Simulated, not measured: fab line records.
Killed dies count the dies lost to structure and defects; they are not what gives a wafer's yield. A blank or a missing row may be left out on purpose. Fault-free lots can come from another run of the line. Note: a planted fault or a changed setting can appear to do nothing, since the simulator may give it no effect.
Which tool is to blame? -- flow n5-finfet -- 9 lots (27 wafers sampled), 1 step of a 1938-step route

WHAT THE GAUGES SHOWED, per wafer
N5_HKMG_FIN_CD_MEAS_49: target cd 202 nm.
lot,measured,on,cd-nm (nm)
L757,day 4 00:32,cd-sem-01,202.0 201.4 202.0
L763,day 5 14:54,cd-sem-01,201.8 201.8 201.3
L764,day 5 20:55,cd-sem-02,202.2 201.0 201.4
L771,day 7 15:02,cd-sem-03,201.9 202.1 202.1
L772,day 7 19:45,cd-sem-01,201.7 201.5 201.4
L774,day 8 08:26,cd-sem-03,200.9 201.1 201.1
L775,day 8 13:11,cd-sem-01,201.5 201.7 201.2
L776,day 8 23:05,cd-sem-02,202.0 201.5 201.4
L777,day 9 00:53,cd-sem-02,202.2 202.6 201.8

WHICH TOOL RAN EACH LOT (tool, then ch and the chambers of the sampled wafers, then the start)
No process step before these readings appears in the record.

THE ANSWER, worked out from the rows above alone
Rule: usual is defined by the lots themselves. The widest of any qualifying gaps counts: lots, ordered by their means at a reading, are off when they make up no more than a third of the lots, leave a main group of 4 or more, and stand apart from it by 3 or more times the standard deviation of that group's means. A main group whose means are all the same, to the digits that the tables above print for the reading, isn't used. Also off: a lot with no number at a reading for which 4 or more lots have one. All remaining lots with rows at the step are treated as sound.
No lot is off at any reading shown: from this, nothing can be told.

WHAT THE SIMULATOR PUT IN
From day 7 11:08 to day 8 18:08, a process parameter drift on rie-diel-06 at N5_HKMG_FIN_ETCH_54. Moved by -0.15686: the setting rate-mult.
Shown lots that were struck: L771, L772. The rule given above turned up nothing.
